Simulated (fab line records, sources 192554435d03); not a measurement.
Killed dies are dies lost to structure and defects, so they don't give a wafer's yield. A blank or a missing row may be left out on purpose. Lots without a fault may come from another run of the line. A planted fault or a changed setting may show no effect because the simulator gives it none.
Chamber matching | flow n5_finfet | N5_BEOL_M0_CUTY_ETCH_63 on rie_diel-02: 4 sister chambers
The step etches SOC in N2/H2, target depth 82.7 nm, overetch 16.5 nm, time 124 s. 18 wafers are shown with their chamber, then 9 later ones without.

WAFERS WITH THEIR CHAMBER
wafer  | chamber | drypump_motor_current_A (A) | showerhead_plenum_p_Torr (Torr) | throttle_valve_pct (%)
L075.1 | 1       | 6.6                         | 2.69                            | 17.54
L075.3 | 0       | 6.4                         | 2.54                            | 17.55
L075.6 | 1       | 6.6                         | 2.69                            | 17.55
L080.1 | 3       | 5.8                         | 2.51                            | 17.88
L080.3 | 1       | 6.6                         | 2.69                            | 17.55
L080.5 | 0       | 6.3                         | 2.54                            | 17.57
L082.1 | 3       | 5.8                         | 2.51                            | 17.90
L082.5 | 1       | 6.6                         | 2.69                            | 17.56
L082.6 | 0       | 6.4                         | 2.53                            | 17.58
L083.4 | 3       | 5.8                         | 2.51                            | 17.92
L083.5 | 0       | 6.3                         | 2.53                            | 17.59
L083.6 | 1       | 6.6                         | 2.68                            | 17.57
L089.2 | 2       | 5.9                         | 2.63                            | 17.83
L089.3 | 0       | 6.4                         | 2.53                            | 17.62
L089.5 | 2       | 5.9                         | 2.63                            | 17.82
L090.3 | 1       | 6.6                         | 2.68                            | 17.58
L090.4 | 0       | 6.4                         | 2.53                            | 17.60
L090.5 | 3       | 5.8                         | 2.50                            | 17.94

SIGNATURES (means of the wafers above)
reading                  | chamber 0 | chamber 1 | chamber 2 | chamber 3 | scatter within a chamber
drypump_motor_current_A  | 6.367     | 6.600     | 5.900     | 5.800     | 0.0309
showerhead_plenum_p_Torr | 2.5333    | 2.6867    | 2.6300    | 2.5075    | 0.00494
throttle_valve_pct       | 17.5850   | 17.5583   | 17.8250   | 17.9100   | 0.0208
Rule: a wafer's distance from a chamber is the root of the sum, over the readings, of the square of ((its reading less the chamber's mean) divided by the reading's scatter). The wafer belongs to the nearest chamber; if the next one is less than 2 further off, it can't be placed. The scatter: the root of (the sum of the squares of (reading less its chamber's mean) over the shown wafers, divided by (wafers less chambers)).

WAFERS WITHOUT THEIR CHAMBER
wafer  | drypump_motor_current_A (A) | showerhead_plenum_p_Torr (Torr) | throttle_valve_pct (%)
L092.2 | 6.0                         | 2.63                            | 17.85
L092.3 | 6.6                         | 2.68                            | 17.60
L092.5 | 6.6                         | 2.68                            | 17.58
L094.1 | 6.4                         | 2.52                            | 17.63
L094.3 | 5.9                         | 2.62                            | 17.84
L094.4 | 6.3                         | 2.52                            | 17.61
L095.2 | 6.6                         | 2.67                            | 17.62
L095.3 | 6.3                         | 2.52                            | 17.62
L095.4 | 5.8                         | 2.50                            | 17.51

WHICH CHAMBER EACH WENT THROUGH
wafer  | from the rows above     | in truth
L092.2 | 2                       | 2
L092.3 | 1                       | 1
L092.5 | 1                       | 1
L094.1 | 0                       | 0
L094.3 | 2                       | 2
L094.4 | 0                       | 0
L095.2 | 1                       | 1
L095.3 | 0                       | 0
L095.4 | can't be placed: 3 or 0 | 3
Placed correctly: 8 of 9. Can't be placed from these rows: 1 (the true chamber is among the candidates in 1). Placed wrongly: 0.
